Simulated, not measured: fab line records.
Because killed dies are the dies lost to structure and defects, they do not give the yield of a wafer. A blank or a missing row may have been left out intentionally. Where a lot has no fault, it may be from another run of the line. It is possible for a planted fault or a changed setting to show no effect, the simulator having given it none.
fab line records	flow nand_harc
record lots=6	wafers=18	last_day=24
route steps=1159 shown A_SOURCE_PLATE@414 A_ONON_D1@424 END@1159
lots untouched by any fault: they come from a run of this same line in which no faults occurred
start_h: the number of hours between the record's first day and the start of the first shown wafer of the lot	wait_h: how many hours have passed since the lot's step before this one	" identical to the entry in the row above	L1.1+2: a single row standing in for several wafers	- no value present, or no start provided	* or withheld: withheld	< > ~ a bound
route shown NAME@n: NAME is a module with steps in the file, n the number in the route of the first one	usual: average and standard deviation across the fault-free wafers	same: alike in all rows	chamber/n: place in a boat	sites: readings site by site	_std_site: their standard deviation	_edge_site: outer sites' mean less inner sites'	radius_mm: how far each site lies from the wafer's centre	mask NAME#n: copy n	behind: tool/chamber where the wafer was last shaped	hold: what put the lot on hold/how long, in hours/how the hold closed	device: transistor that didn't switch, given as n, p or np	end of line: the route-end tests of the same wafers	a step with no rows: only its recipe	killed: dies that structure and defects cost at the first sort, which is not the same as the wafer's yield	map: the dies of a wafer, with x for killed, . for not killed, _ for no die there
set.NAME: the setting that was run; set.NAME@STEP: the one run at that earlier step	model.NAME: the simulator's own value behind a step, which no gauge read
certain route steps with their lots: each step a table, each wafer a row
services: when a tool's chamber went out of use (start_h, in hours from the record's first day, below 0 if earlier), for how many hours, and the reason
## steps
# step NHARC_A_SOURCE_PLATE_SRD_01
# step NHARC_A_SOURCE_PLATE_OXIDE_02
# recipe target_thk_a=100	temp_c=900	ox_time_s=1362	material=SiO2
# step NHARC_A_SOURCE_PLATE_THK_MEAS_09
# recipe thk_meas_gauge=ellipsometry
# usual thk_nm=9.6/1.1
lot.wafer	tool	chamber	start_h	wait_h	thk_nm
L826.1	film_metro-01	-	157.99	0.4	10.8
L826.2	"	-	"	"	11.4
L826.6	"	-	"	"	11.6
L833.1	film_metro-01	-	197.41	0.4	8.8
L833.3	"	-	"	"	9.9
L833.5	"	-	"	"	10.6
L835.2	film_metro-01	-	208.85	0.4	9.5
L835.3	"	-	"	"	11.8
L835.4	"	-	"	"	10.0
L841.2	film_metro-02	-	241.85	0.4	8.8
L841.4	"	-	"	"	10.4
L841.6	"	-	"	"	9.8
L843.2	film_metro-02	-	248.86	0.4	9.3
L843.3	"	-	"	"	10.6
L843.5	"	-	"	"	10.3
L848.1	film_metro-01	-	283.74	0.4	10.9
L848.4	"	-	"	"	9.5
L848.6	"	-	"	"	11.0
# step NHARC_A_SOURCE_PLATE_PVD_04
# recipe target_thk_a=500	material=WSi2
# step NHARC_A_SOURCE_PLATE_CVD_03
# recipe target_thk_a=2000	temp_c=620	pressure_mtorr=200	time_s=4000	material=poly-Si
# step NHARC_A_SOURCE_PLATE_ANNEAL_05
# recipe temp_c=850	time_s=1800
# step NHARC_A_SOURCE_PLATE_THK_MEAS_06
# recipe thk_meas_gauge=ellipsometry
# usual thk_nm=200.3/2.1
lot.wafer	tool	chamber	start_h	wait_h	thk_nm
L826.1	film_metro-01	-	171.69	0.4	202.1
L826.2	"	-	"	"	202.5
L826.6	"	-	"	"	204.3
L833.1	film_metro-02	-	210.71	0.4	196.0
L833.3	"	-	"	"	196.5
L833.5	"	-	"	"	197.9
L835.2	film_metro-01	-	222.94	0.4	201.6
L835.3	"	-	"	"	203.7
L835.4	"	-	"	"	202.3
L841.2	film_metro-01	-	254.98	0.4	198.9
L841.4	"	-	"	"	199.7
L841.6	"	-	"	"	201.5
L843.2	film_metro-01	-	262.42	0.4	201.8
L843.3	"	-	"	"	202.4
L843.5	"	-	"	"	202.2
L848.1	film_metro-02	-	296.60	0.4	198.3
L848.4	"	-	"	"	199.2
L848.6	"	-	"	"	198.4
# step NHARC_A_SOURCE_PLATE_INSPECT_08
# usual raw_defect_count=61/27
lot.wafer	tool	chamber	start_h	wait_h	raw_defect_count
L826.1	defect_inspect-01	-	171.78	0.0	71
L826.2	"	-	"	"	51
L826.6	"	-	"	"	77
L833.1	defect_inspect-02	-	210.82	0.0	42
L833.3	"	-	"	"	64
L833.5	"	-	"	"	79
L835.2	defect_inspect-01	-	223.02	0.0	68
L835.3	"	-	"	"	48
L835.4	"	-	"	"	50
L841.2	defect_inspect-01	-	255.04	0.0	60
L841.4	"	-	"	"	51
L841.6	"	-	"	"	32
L843.2	defect_inspect-01	-	262.48	0.0	43
L843.3	"	-	"	"	38
L843.5	"	-	"	"	60
L848.1	defect_inspect-01	-	296.68	0.0	61
L848.4	"	-	"	"	63
L848.6	"	-	"	"	39
# step NHARC_A_ONON_D1_DEP_00
# recipe target_thk_a=10000	n2_flow_sccm=2750	n2o_flow_sccm=2000	nh3_flow_sccm=500	sih4_flow_sccm=210	temp_c=400
# step NHARC_A_ONON_D1_THK_MEAS_02
# recipe thk_meas_gauge=ellipsometry
# usual thk_nm=1000/10
lot.wafer	tool	chamber	start_h	wait_h	thk_nm
L826.1	film_metro-01	-	172.35	-	995
L826.2	"	-	"	"	997
L826.6	"	-	"	"	995
L833.1	film_metro-01	-	211.39	-	1008
L833.3	"	-	"	"	1008
L833.5	"	-	"	"	1007
L835.2	film_metro-02	-	223.60	-	998
L835.3	"	-	"	"	998
L835.4	"	-	"	"	997
L841.2	film_metro-01	-	255.61	-	1005
L841.4	"	-	"	"	1006
L841.6	"	-	"	"	1006
L843.2	film_metro-01	-	263.16	-	997
L843.3	"	-	"	"	997
L843.5	"	-	"	"	997
L848.1	film_metro-01	-	297.26	-	993
L848.4	"	-	"	"	991
L848.6	"	-	"	"	991
# step NHARC_A_ONON_D1_DEP_03
# recipe target_thk_a=10000	n2_flow_sccm=2750	n2o_flow_sccm=2000	nh3_flow_sccm=500	sih4_flow_sccm=210	temp_c=400
lot.wafer	tool	chamber	start_h	wait_h
L826.1+2+6	pecvd_onon-04	0	172.41	0.1
L833.1+3+5	pecvd_onon-03	0	211.45	0.1
L835.2+3+4	pecvd_onon-03	0	223.72	0.1
L841.2+4+6	pecvd_onon-04	0	255.72	0.1
L843.2+3+5	pecvd_onon-04	0	263.28	0.1
L848.1+4+6	pecvd_onon-03	0	297.31	0.1
# step NHARC_A_ONON_D1_THK_MEAS_05
# recipe thk_meas_gauge=ellipsometry
# usual thk_nm=1002/8.8
lot.wafer	tool	chamber	start_h	wait_h	thk_nm
L826.1	film_metro-02	-	172.92	-	1000
L826.2	"	-	"	"	1004
L826.6	"	-	"	"	1000
L833.1	film_metro-02	-	211.96	-	444
L833.3	"	-	"	"	443
L833.5	"	-	"	"	444
L835.2	film_metro-01	-	224.18	-	438
L835.3	"	-	"	"	438
L835.4	"	-	"	"	438
L841.2	film_metro-02	-	256.21	-	1013
L841.4	"	-	"	"	1014
L841.6	"	-	"	"	1013
L843.2	film_metro-02	-	263.73	-	999
L843.3	"	-	"	"	1001
L843.5	"	-	"	"	1000
L848.1	film_metro-01	-	297.82	-	1012
L848.4	"	-	"	"	1013
L848.6	"	-	"	"	1013
# step NHARC_A_ONON_D1_DEP_06
# recipe target_thk_a=10000	n2_flow_sccm=2750	n2o_flow_sccm=2000	nh3_flow_sccm=500	sih4_flow_sccm=210	temp_c=400
# step NHARC_END_SORT_01
# recipe temp_c=25
# usual killed_at_array=24/7.4	killed_at_other=0.5/0.81	killed_at_periphery=3.4/2.3	killed_dies=28/8	killed_open=3.4/1.8	killed_short=2.0/1.4
# same gross_dies=677
lot.wafer	tool	chamber	start_h	wait_h	killed_at_array	killed_at_other	killed_at_periphery	killed_dies	killed_open	killed_short
L833.1	prober-01	0	488.26	2.5	673	1	3	677	3	4
L833.3	prober-01	0	489.85	3.1	672	3	2	677	1	1
L833.5	prober-01	0	491.44	3.7	672	0	5	677	2	3
L835.2	prober-01	0	498.26	2.8	667	0	10	677	2	6
L835.3	prober-01	0	499.07	3.1	669	0	8	677	3	2
L835.4	prober-01	0	499.88	3.4	673	0	4	677	4	2
# killed by level:class
L833.1 A_ONON_D1:area_dep=642 A_CHANNEL_HOLE_D1:chamber_film_flake=12 A_SLIT:chamber_film_flake=7 A_STAIRCASE:chamber_film_flake=3 A_CONTACT:chamber_film_flake=3 P_M0:geometric_particle:short=1 P_M1:geometric_particle:open=1 A_ONON_D1:geometric_particle:short=1
L833.3 A_ONON_D1:area_dep=648 A_SLIT:chamber_film_flake=8 A_CONTACT:chamber_film_flake=6 A_CHANNEL_HOLE_D1:chamber_film_flake=6 THIN_TSV:chamber_film_flake=3 P_M0:geometric_particle:open=1 A_ONON_D1:geometric_particle:short=1 P_BONDPAD:chamber_film_flake=1
L833.5 A_ONON_D1:area_dep=647 A_SLIT:chamber_film_flake=10 A_CHANNEL_HOLE_D1:chamber_film_flake=6 A_CONTACT:chamber_film_flake=3 P_BONDPAD:chamber_film_flake=2 A_STAIRCASE:chamber_film_flake=2 P_GATE:geometric_particle:open=1 P_M2:geometric_particle:open=1
L835.2 A_ONON_D1:area_dep=646 A_SLIT:chamber_film_flake=9 P_ZERO_WELL:chamber_film_flake=7 A_CHANNEL_FILL_D1:geometric_particle:short=3 A_WL_FILL:geometric_particle:short=3 P_STI:chamber_film_flake=2 A_WL_FILL:chamber_film_flake=2 P_CONTACT:geometric_particle:open=1
L835.3 A_ONON_D1:area_dep=643 A_SLIT:chamber_film_flake=11 A_CHANNEL_HOLE_D1:chamber_film_flake=4 P_ZERO_WELL:chamber_film_flake=3 A_STAIRCASE:chamber_film_flake=3 A_CONTACT:chamber_film_flake=3 P_STI:chamber_film_flake=2 P_CONTACT:geometric_particle:open=1
L835.4 A_ONON_D1:area_dep=641 A_SLIT:chamber_film_flake=10 A_CHANNEL_HOLE_D1:chamber_film_flake=6 A_STAIRCASE:chamber_film_flake=5 A_CONTACT:chamber_film_flake=4 A_WL_FILL:chamber_film_flake=2 P_STI:geometric_particle:short=1 P_GATE:geometric_particle:open=1
# map L833.1 (x killed, . not)
____________x____________
_________xxxxxxx_________
_______xxxxxxxxxxx_______
______xxxxxxxxxxxxx______
_____xxxxxxxxxxxxxxx_____
____xxxxxxxxxxxxxxxxx____
____xxxxxxxxxxxxxxxxx____
___xxxxxxxxxxxxxxxxxxx___
___xxxxxxxxxxxxxxxxxxx___
__xxxxxxxxxxxxxxxxxxxxx__
__xxxxxxxxxxxxxxxxxxxxx__
_xxxxxxxxxxxxxxxxxxxxxxx_
_xxxxxxxxxxxxxxxxxxxxxxx_
_xxxxxxxxxxxxxxxxxxxxxxx_
_xxxxxxxxxxxxxxxxxxxxxxx_
_xxxxxxxxxxxxxxxxxxxxxxx_
xxxxxxxxxxxxxxxxxxxxxxxxx
xxxxxxxxxxxxxxxxxxxxxxxxx
xxxxxxxxxxxxxxxxxxxxxxxxx
xxxxxxxxxxxxxxxxxxxxxxxxx
xxxxxxxxxxxxxxxxxxxxxxxxx
_xxxxxxxxxxxxxxxxxxxxxxx_
_xxxxxxxxxxxxxxxxxxxxxxx_
_xxxxxxxxxxxxxxxxxxxxxxx_
_xxxxxxxxxxxxxxxxxxxxxxx_
_xxxxxxxxxxxxxxxxxxxxxxx_
__xxxxxxxxxxxxxxxxxxxxx__
__xxxxxxxxxxxxxxxxxxxxx__
___xxxxxxxxxxxxxxxxxxx___
___xxxxxxxxxxxxxxxxxxx___
____xxxxxxxxxxxxxxxxx____
____xxxxxxxxxxxxxxxxx____
_____xxxxxxxxxxxxxxx_____
______xxxxxxxxxxxxx______
_______xxxxxxxxxxx_______
_________xxxxxxx_________
____________x____________
# map L835.2 (x killed, . not)
____________x____________
_________xxxxxxx_________
_______xxxxxxxxxxx_______
______xxxxxxxxxxxxx______
_____xxxxxxxxxxxxxxx_____
____xxxxxxxxxxxxxxxxx____
____xxxxxxxxxxxxxxxxx____
___xxxxxxxxxxxxxxxxxxx___
___xxxxxxxxxxxxxxxxxxx___
__xxxxxxxxxxxxxxxxxxxxx__
__xxxxxxxxxxxxxxxxxxxxx__
_xxxxxxxxxxxxxxxxxxxxxxx_
_xxxxxxxxxxxxxxxxxxxxxxx_
_xxxxxxxxxxxxxxxxxxxxxxx_
_xxxxxxxxxxxxxxxxxxxxxxx_
_xxxxxxxxxxxxxxxxxxxxxxx_
xxxxxxxxxxxxxxxxxxxxxxxxx
xxxxxxxxxxxxxxxxxxxxxxxxx
xxxxxxxxxxxxxxxxxxxxxxxxx
xxxxxxxxxxxxxxxxxxxxxxxxx
xxxxxxxxxxxxxxxxxxxxxxxxx
_xxxxxxxxxxxxxxxxxxxxxxx_
_xxxxxxxxxxxxxxxxxxxxxxx_
_xxxxxxxxxxxxxxxxxxxxxxx_
_xxxxxxxxxxxxxxxxxxxxxxx_
_xxxxxxxxxxxxxxxxxxxxxxx_
__xxxxxxxxxxxxxxxxxxxxx__
__xxxxxxxxxxxxxxxxxxxxx__
___xxxxxxxxxxxxxxxxxxx___
___xxxxxxxxxxxxxxxxxxx___
____xxxxxxxxxxxxxxxxx____
____xxxxxxxxxxxxxxxxx____
_____xxxxxxxxxxxxxxx_____
______xxxxxxxxxxxxx______
_______xxxxxxxxxxx_______
_________xxxxxxx_________
____________x____________
## services
tool	chamber	start_h	hours	kind
pecvd_onon-03	-	153.16	13.0	pm
pecvd_onon-04	-	237.01	13.0	pm
## key
first_sign step=NHARC_A_ONON_D1_THK_MEAS_05	reading=thk_nm	direction=down	sigmas=64	usual=1002	struck=441
effect step=NHARC_END_SORT_01	reading=killed_at_array	direction=up	sigmas=87	usual=24	struck=671
more_kills_born_at NHARC_A_ONON_D1_DEP_03@pecvd_onon-03=3867
met_at NHARC_A_ONON_D1_DEP_03
struck_wafers L833.1,L833.3,L833.5,L835.2,L835.3,L835.4
later_rows_left_out L833.1,L833.3,L833.5,L835.2,L835.3,L835.4
tester_left_out L833,L835
fault kind=process_parameter_drift	tool=pecvd_onon-03	chamber=-	onset_h=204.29	steps=NHARC_A_ONON_D1_DEP_03	channel=target_thk_a	offset=*	shape=step	end_h=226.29	acts_in=*	stated=*
# tester_left_out: of these lots the tester's yield and bins aren't shown, on N5 and GAA mostly nor the transistor test; their killed dies are dies lost to structure and defects alone, not to doping, threshold or leakage, so they don't give the yield
# later_rows_left_out: the simulator's readings of these wafers behind a module that went badly wrong aren't trusted and aren't shown, but for the sort
